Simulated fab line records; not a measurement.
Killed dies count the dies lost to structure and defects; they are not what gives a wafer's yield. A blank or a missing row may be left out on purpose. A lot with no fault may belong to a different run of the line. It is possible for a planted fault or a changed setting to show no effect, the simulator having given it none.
Shared-tool check	flow nand harc	Sample size 12 lots and 36 wafers

== WHY IT WAS OPENED ==
At NHARC_A_CHANNEL_HOLE_D1_INSPECT_40 the reading raw defect count is flagged on 2 of 12 lots. Fault-free wafers read 71, with a standard deviation of 22.
Rule: a lot is flagged in two cases, either no wafer of it has a number, or all its wafers with numbers fall more than 4 standard deviations from that mean. The other lots count as sound.

lot	measured	on	raw defect count, wafer by wafer	flag
L416	day 8 23:24	defect inspect-02	58 59 53	
L417	day 9 12:17	defect inspect-01	45 55 35	
L420	day 10 20:26	defect inspect-01	87 101 94	
L422	day 11 15:47	defect inspect-02	80 65 78	
L425	day 12 09:12	defect inspect-01	72 64 66	
L428	day 13 16:08	defect inspect-01	5918 5916 5925	FLAGGED
L429	day 14 23:20	defect inspect-01	5923 5941 6000	FLAGGED
L431	day 15 06:20	defect inspect-01	103 98 85	
L436	day 17 10:56	defect inspect-02	58 54 58	
L437	day 17 15:43	defect inspect-02	55 38 38	
L438	day 18 02:50	defect inspect-02	71 82 65	
L439	day 18 07:05	defect inspect-01	58 63 56	
The numbers of the flagged lots are 5937 on average: +5866 against the usual, or +99 or more standard deviations.

== WHICH TOOL EACH LOT WENT THROUGH ==
Before the reading, the record contains 2 process steps out of a 1302-step route. Cell contents, in order: the tool; ch with the chambers the sampled wafers went through; the start.
lot	flag	NHARC_A_CHANNEL_HOLE_D1_DEP_00	NHARC_A_CHANNEL_HOLE_D1_ETCH_38
L416		acl dep-01 ch 0, day 8 11:59	rie diel-07 ch 0,1,2, day 8 14:35
L417		acl dep-03 ch 0, day 9 03:01	rie diel-07 ch 1,2, day 9 05:29
L420		acl dep-02 ch 0, day 10 06:02	rie diel-07 ch 1,2,3, day 10 08:57
L422		acl dep-03 ch 0, day 11 05:53	rie diel-11 ch 0,1,2, day 11 08:52
L425		acl dep-02 ch 0, day 11 22:37	rie diel-07 ch 0,2, day 12 01:17
L428	FLAGGED	acl dep-03, day 13 05:34	rie diel-10 ch 1,2,3, day 13 07:28
L429	FLAGGED	acl dep-03, day 14 14:23	rie diel-07 ch 0,1, day 14 16:32
L431		acl dep-02 ch 0, day 14 20:49	rie diel-10 ch 0,2, day 14 23:25
L436		acl dep-02 ch 0, day 17 01:50	rie diel-07 ch 1,2,3, day 17 04:09
L437		acl dep-03 ch 0, day 17 03:50	rie diel-10 ch 2,3, day 17 06:46
L438		acl dep-03 ch 0, day 17 14:53	rie diel-07 ch 1,2, day 17 17:29
L439		acl dep-03 ch 0, day 17 21:53	rie diel-11 ch 1,2,3, day 18 00:16
What the steps here do:
- NHARC_A_CHANNEL_HOLE_D1_DEP_00: deposits aC, target thk 3100 nm.
- NHARC_A_CHANNEL_HOLE_D1_ETCH_38: etches the open film in CF4, target depth 39 nm, time 65 s.
- NHARC_A_CHANNEL_HOLE_D1_INSPECT_40

== FLAGGED AGAINST TOTAL, ONE TOOL AT A TIME (gauges that did the reading follow at the end) ==
step	tool	lots run	flagged	share of the flagged lots	sound lots run after its first flagged lot
NHARC_A_CHANNEL_HOLE_D1_DEP_00	acl dep-01	1	0	none	-
NHARC_A_CHANNEL_HOLE_D1_DEP_00	acl dep-02	4	0	none	-
NHARC_A_CHANNEL_HOLE_D1_DEP_00	acl dep-03	7	2	all	3 (L437,L438,L439)
NHARC_A_CHANNEL_HOLE_D1_ETCH_38	rie diel-07	7	1	some	2 (L436,L438)
NHARC_A_CHANNEL_HOLE_D1_ETCH_38	rie diel-10	3	1	some	2 (L431,L437)
NHARC_A_CHANNEL_HOLE_D1_ETCH_38	rie diel-11	2	0	none	-
NHARC_A_CHANNEL_HOLE_D1_INSPECT_40	defect inspect-01	7	2	all	2 (L431,L439)
NHARC_A_CHANNEL_HOLE_D1_INSPECT_40	defect inspect-02	5	0	none	-

== THE TABLE: WHAT IT ALLOWS ==
Table rows that saw every flagged lot: 2, namely acl dep-03 at NHARC_A_CHANNEL_HOLE_D1_DEP_00 and defect inspect-01 at NHARC_A_CHANNEL_HOLE_D1_INSPECT_40.
- acl dep-03 at NHARC_A_CHANNEL_HOLE_D1_DEP_00: 2 of its 7 lots flagged. Sound lots followed the first flagged one (L437, L438, L439) on it, something a lasting fault affecting the whole tool could not allow. On the flagged lots its readings are blank where sound lots have values: susceptor temp C, throttle valve pct.
- defect inspect-01 at NHARC_A_CHANNEL_HOLE_D1_INSPECT_40: 2 of its 7 lots flagged. Sound lots followed the first flagged one (L431, L439) on it, something a lasting fault affecting the whole tool could not allow.
Not one row of the table ran every flagged lot while running no sound lot after the first.

== WHAT THE SIMULATOR HAD INSERTED ==
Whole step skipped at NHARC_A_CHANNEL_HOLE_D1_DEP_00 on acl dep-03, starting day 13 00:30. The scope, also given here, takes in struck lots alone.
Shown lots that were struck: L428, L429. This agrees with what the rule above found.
